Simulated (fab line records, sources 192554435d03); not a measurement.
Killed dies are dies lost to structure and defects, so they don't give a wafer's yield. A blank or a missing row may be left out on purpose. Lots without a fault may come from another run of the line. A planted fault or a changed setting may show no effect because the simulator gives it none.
fab line records | flow n5_finfet
record lots=4 wafers=12 last_day=17
route steps=1938 shown BEOL_M7@1281 PASSIVATION@1936
lots that met no fault: from a run of the same line without faults
start_h: hours from the record's first day to the start of the lot's first wafer shown | wait_h: hours since the lot's step before | " the same as in the row above | L1.1+2: a row that stands for several wafers | - no value, or no start given | * or withheld: withheld | < > ~ a bound
route shown NAME@n: a module of which the file shows steps, and the number in the route of the first | usual: mean/standard deviation of fault-free wafers | same: alike in all rows | chamber/n: place in a boat | sites: the reading at each site | _std_site: their standard deviation | _edge_site: outer sites' mean less inner sites' | radius_mm: how far each site lies from the wafer's centre | mask NAME#n: copy n | behind: the tool/chamber that last shaped the wafer | hold: why the lot was held/for how many hours/how that ended | device: the transistor (n, p or np) that didn't switch | end of line: the same wafers' tests at the end of the route | a step without rows: its recipe alone | killed: dies lost to structure and defects at the first sort, not the wafer's yield | map: a wafer's dies, x killed, . not, _ none there
set.NAME: the setting as run; set.NAME@STEP: as run at that earlier step | model.NAME: the simulator's own value behind a step, which no gauge read
lots at some steps of the route; a table a step, a row a wafer
services: from which hour (start_h, from the record's first day; less than 0 if before it) a tool's chamber was out of use, for how many hours, and why
## steps
# step N5_BEOL_M7_ETCH_62
# recipe chemistry=N2/H2 target=SOC target_depth_a=1100 overetch_a=220 mask_material=SiARC temp_c=40 time_s=165 ion_energy_ev=200 pressure_mtorr=30 source_w=840 bias_w=150 n2_flow_sccm=200 h2_flow_sccm=200
# step N5_BEOL_M7_STRIP_68
# recipe chemistry=N2/H2 temp_c=40 n2_flow_sccm=200 h2_flow_sccm=200 rf_frequency_hz=6e+07
# step N5_BEOL_M7_STRIP_67
# recipe chemistry=CF4 resist=SiARC power_w=300 bias_power_w=75 pressure_mtorr=50 cf4_flow_sccm=150 rf_frequency_hz=6e+07
# step N5_BEOL_M7_HM_OPEN_17
# recipe chemistry=Cl2/BCl3 target_depth_a=200 overetch_a=60 target=TiN mask_material=SOC ion_energy_ev=150 pressure_mtorr=10 icp_w=1000 bias_w=126 Cl2_flow_sccm=53.25 bcl3_flow_sccm=21.75 Ar_flow_sccm=25
# step N5_BEOL_M7_STRIP_19
# recipe chemistry=O2 power_w=400 temp_c=40 pressure_mtorr=30 rf_frequency_hz=6e+07 bias_power_w=0 overash_fraction=0.2 o2_flow_sccm=225
# step N5_BEOL_M7_COAT_63
# recipe resist=SOC temp_c=250 time_s=60 spin_rpm=1500 resist_thk_nm=60
# step N5_BEOL_M7_COAT_64
# recipe resist=SiARC temp_c=220 time_s=60 spin_rpm=1500 resist_thk_nm=12
# step N5_BEOL_M7_COAT_71
# recipe resist=underlayer temp_c=205 time_s=60 spin_rpm=1500 resist_thk_nm=5
# step N5_BEOL_M7_COAT_22
# recipe resist=CAR-EUV spin_rpm=1500 resist_thk_nm=30
# step N5_BEOL_M7_EBR_24
# recipe solvent=PGMEA ebr_width_mm=1.5
# step N5_BEOL_M7_SOFTBAKE_23
# recipe temp_c=110 time_s=60 resist=CAR-EUV
# step N5_BEOL_M7_EXPOSE_25
# recipe mask_id=V6 na=0.33 source_shape=annular sigma_inner=0.4 sigma_outer=0.8 polarization=unpolarized target_cd_nm=40 dose_mj=42.5
# usual stage_msd_nm=0.782/0.024
# columns lot.wafer tool chamber start_h wait_h mask stage_msd_nm
L546.1 euv_scanner-02 0 278.64 - V6#0 0.763
L546.3 " 0 " " V6#0 0.758
L546.6 " 0 " " V6#0 0.766
L552.4 euv_scanner-02 0 302.03 - V6#0 0.775
L552.5 " 0 " " V6#0 0.775
L552.6 " 0 " " V6#0 0.774
L555.2 euv_scanner-02 0 324.27 - V6#0 0.790
L555.3 " 0 " " V6#0 0.788
L555.6 " 0 " " V6#0 0.789
L559.1 euv_scanner-01 0 337.67 - V6#0 0.818
L559.2 " 0 " " V6#0 0.812
L559.4 " 0 " " V6#0 0.815
# step N5_BEOL_M7_PEB_26
# recipe peb_temp_c=100 peb_time_s=60 resist=CAR-EUV
# step N5_BEOL_M7_DEVELOP_27
# recipe develop_time_s=30 developer=TMAH resist=CAR-EUV rinse_liquid=surfactant_rinse dry=air_spin dev_temp_c=23
# step N5_BEOL_M7_CD_MEAS_28
# recipe target_cd_nm=40 landing_energy_ev=500 detector=se_inlens
# usual cd_nm=39.95/0.26
# columns lot.wafer tool chamber start_h wait_h cd_nm
L546.1 cd_sem-01 0 278.77 - 40.02
L546.3 " 0 " " 40.10
L546.6 " 0 " " 39.58
L552.4 cd_sem-01 0 302.14 - 40.03
L552.5 " 0 " " 39.84
L552.6 " 0 " " 38.30
L555.2 cd_sem-01 0 324.40 - 40.49
L555.3 " 0 " " 39.86
L555.6 " 0 " " 38.76
L559.1 cd_sem-03 0 337.80 - 39.84
L559.2 " 0 " " 40.22
L559.4 " 0 " " 39.87
# step N5_BEOL_M7_DESCUM_33
# recipe chemistry=O2 time_s=7 source_power_w=50 bias_power_w=20 pressure_mtorr=20 rf_frequency_hz=2.712e+07 temp_c=40 resist=CAR-EUV o2_flow_sccm=225
# usual chamber_pressure_mTorr=20.002/0.019 drypump_motor_current_A=5.8/0.5 oes_product_au=0.76/0.096 rf_fwd_power_W=49.37/0.29 rf_vpp_V=243.0/1.1 showerhead_plenum_p_Torr=2.08/0.058 temp_c=40.01/0.11 throttle_valve_pct=20.5/0.32
# columns lot.wafer tool chamber start_h wait_h chamber_pressure_mTorr drypump_motor_current_A oes_product_au rf_fwd_power_W rf_hours_counter_h rf_vpp_V showerhead_plenum_p_Torr temp_c throttle_valve_pct model.BEOL_M7.cd_nm
L546.1 rie_diel-04 0 279.06 0.2 19.999 6.1 0.70 49.23 211 244.1 2.07 39.91 20.6 39.8
L546.3 " 3 " " 19.990 5.7 0.94 49.32 15 247.1 2.23 39.95 20.5 40.2
L546.6 " 0 " " 20.034 6.1 0.70 49.31 - 243.2 2.07 39.94 20.6 40
L552.4 rie_diel-05 2 302.53 0.3 19.989 5.5 0.90 49.07 - 242.6 2.04 40.04 20.0 40
L552.5 " 0 " " 20.012 5.4 0.66 49.40 - 242.8 2.06 40.04 20.6 40
L552.6 " 1 " " 20.024 6.7 0.67 49.62 - 243.3 2.06 39.73 20.7 38.6
L555.2 rie_diel-05 2 324.75 0.3 19.997 5.5 0.88 48.95 32 241.8 2.04 39.89 20.0 40
L555.3 " 0 " " 20.011 5.4 0.67 49.50 256 242.1 2.05 39.92 20.6 40
L555.6 " 2 " " 20.020 5.5 0.88 48.98 - 242.1 2.04 40.08 20.1 38.6
L559.1 rie_diel-04 2 337.92 0.0 19.997 5.5 0.73 49.08 217 244.5 2.16 40.11 20.6 40
L559.2 " 0 " " 19.997 6.1 0.69 49.17 229 243.5 2.07 40.12 20.7 40
L559.4 " 3 " " 19.982 5.6 0.91 49.36 34 245.0 2.22 40.01 20.5 39.8
# step N5_BEOL_M7_ETCH_72
# recipe chemistry=N2/H2 target=underlayer target_depth_a=65 mask_material=CAR-EUV time_s=5.2 ion_energy_ev=200 pressure_mtorr=30 source_w=840 bias_w=150 n2_flow_sccm=200 h2_flow_sccm=200 ends=cleared
# step N5_BEOL_M7_ETCH_65
# recipe chemistry=CF4 target=SiARC target_depth_a=156 mask_material=CAR-EUV time_s=26 ion_energy_ev=80 pressure_mtorr=40 source_w=545 bias_w=36 Ar_flow_sccm=100 cf4_flow_sccm=100 ends=cleared
# step N5_BEOL_M7_ETCH_66
# recipe chemistry=N2/H2 target=SOC target_depth_a=800 overetch_a=160 mask_material=SiARC temp_c=40 time_s=120 ion_energy_ev=200 pressure_mtorr=30 source_w=840 bias_w=150 n2_flow_sccm=200 h2_flow_sccm=200
# step N5_BEOL_M7_STRIP_69
# recipe chemistry=N2/H2 temp_c=40 n2_flow_sccm=200 h2_flow_sccm=200 rf_frequency_hz=6e+07
# step N5_BEOL_M7_STRIP_73
# recipe chemistry=N2/H2 temp_c=40 n2_flow_sccm=200 h2_flow_sccm=200 rf_frequency_hz=6e+07
# step N5_BEOL_M7_VIA_ETCH_34
# recipe chemistry=C4F6/O2 target=SiCOH_lowk target_depth_a=1255 mask_material=SOC taper_deg=4 time_s=50.5 ion_energy_ev=250 pressure_mtorr=30 source_w=345 bias_w=185 Ar_flow_sccm=300 C4F6_flow_sccm=10 O2_flow_sccm=10
# usual chamber_pressure_mTorr=29.999/0.027 drypump_motor_current_A=5.8/0.51 oes_o_777_au=0.76/0.089 oes_product_au=0.75/0.095 rf_fwd_power_W=341.3/1.9 rf_vpp_V=668/7.1 showerhead_plenum_p_Torr=2.83/0.077 throttle_valve_pct=21.0/0.3
# columns lot.wafer tool chamber start_h wait_h chamber_pressure_mTorr drypump_motor_current_A oes_o_777_au oes_product_au rf_fwd_power_W rf_hours_counter_h rf_vpp_V showerhead_plenum_p_Torr throttle_valve_pct model.BEOL_M7.cd_nm
L546.1 rie_diel-04 0 279.24 0.0 29.978 6.1 0.71 0.70 337.7 212 665 2.83 21.1 39.6
L546.3 " 3 " " 30.029 5.7 0.95 0.94 343.3 15 676 3.03 20.9 40
L546.6 " 0 " " 30.016 6.1 0.70 0.70 338.9 - 666 2.83 21.1 39.8
L552.4 rie_diel-05 2 302.71 0.0 29.974 5.5 0.88 0.90 340.0 - 659 2.79 20.5 40
L552.5 " 0 " " 29.979 5.4 0.66 0.66 342.0 - 670 2.79 21.0 39.8
L552.6 " 1 " " 29.963 6.7 0.68 0.69 342.5 - 674 2.80 21.2 38.6
L555.2 rie_diel-05 2 324.93 0.0 29.981 5.5 0.86 0.87 337.4 32 658 2.78 20.5 40
L555.3 " 0 " " 30.034 5.4 0.66 0.66 341.7 256 671 2.79 21.0 39.8
L555.6 " 2 " " 30.017 5.5 0.86 0.88 337.0 - 658 2.78 20.5 38.6
L559.1 rie_diel-04 2 338.10 0.0 30.025 5.5 0.73 0.72 338.4 217 674 2.93 21.0 39.6
L559.2 " 0 " " 29.951 6.1 0.69 0.68 341.9 229 666 2.82 21.1 39.8
L559.4 " 3 " " 30.000 5.7 0.92 0.90 341.0 34 674 3.02 21.0 39.8
# step N5_BEOL_M7_STRIP_76
# recipe chemistry=C4F6/O2 resist=SiARC rf_frequency_hz=6e+07
# step N5_PASSIVATION_PROBE_49
# usual defect_limited_yield=91.1/1.4 killed_at_M0_to_M3=33/10 killed_at_M4_up=15/5.8 killed_at_contacts=13/5.9 killed_at_front_end=39/11 killed_at_other=4/3.6 killed_dies=105/16 killed_open=68/11 killed_short=34/7.8 sort_bin_5_function=5.2/0.88 sort_bin_6_memory=3.3/0.61 sort_n_pass=1075/16 sort_yield_pct=91.1/1.4
# same gross_dies=1180 killed_at_back_side=0 sort_bin_4_leakage[%]=0 sort_bin_8_speed[%]=0
# columns lot.wafer tool chamber start_h wait_h defect_limited_yield[%] killed_at_M0_to_M3 killed_at_M4_up killed_at_contacts killed_at_front_end killed_at_other killed_dies killed_open killed_short sort_bin_5_function[%] sort_bin_6_memory[%] sort_n_pass sort_yield_pct[%]
L546.3 prober-02 - 356.45 0.1 94.0 21 13 8 28 1 71 50 21 3.6 2.1 1109 94.0
# killed by level:class
L546.3 DUMMY_GATE:geometric_particle:open=8 STI_FIN_REVEAL:geometric_particle:open=6 MOL_CONTACT_COAG:geometric_particle:open=6 BEOL_M1:geometric_particle:open=6 BEOL_M4:geometric_particle:open=5 FIN_SAQP:geometric_particle:open=4 BEOL_M1:geometric_particle:short=4 BEOL_M8:geometric_particle:open=4
## services
# columns tool chamber start_h hours kind
euv_scanner-01 - 276.89 25.6 repair
euv_scanner-02 0 286.50 - calibration
euv_scanner-01 - 303.59 4.6 pm
euv_scanner-02 - 309.70 1.0 pm
euv_scanner-01 - 310.71 1.0 pm
rie_diel-05 0 325.56 - clean
rie_diel-05 0 325.56 - consumable_replace:focus_ring
rie_diel-05 0 325.56 16.5 scheduled_down
rie_diel-05 0 325.56 16.5 vent_cycle
euv_scanner-01 0 335.47 - calibration
## key
first_sign step=N5_BEOL_M7_CD_MEAS_28 reading=cd_nm direction=down sigmas=5.4 usual=39.95 struck=38.53
effect none on later readings
model_effect step=N5_BEOL_M7_DESCUM_33 value=BEOL_M7.cd_nm without=39.9 struck=38.6
model_effect step=N5_BEOL_M7_VIA_ETCH_34 value=BEOL_M7.cd_nm without=39.8 struck=38.6
met_at N5_BEOL_M7_EXPOSE_25
struck_wafers L552.6,L555.6
onset_between 278.64 302.03
fault kind=process_parameter_drift tool=euv_scanner-02 chamber=- onset_h=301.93 steps=N5_BEOL_M7_EXPOSE_25 channel=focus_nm offset=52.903 shape=step end_h=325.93 scope=struck_wafers_only
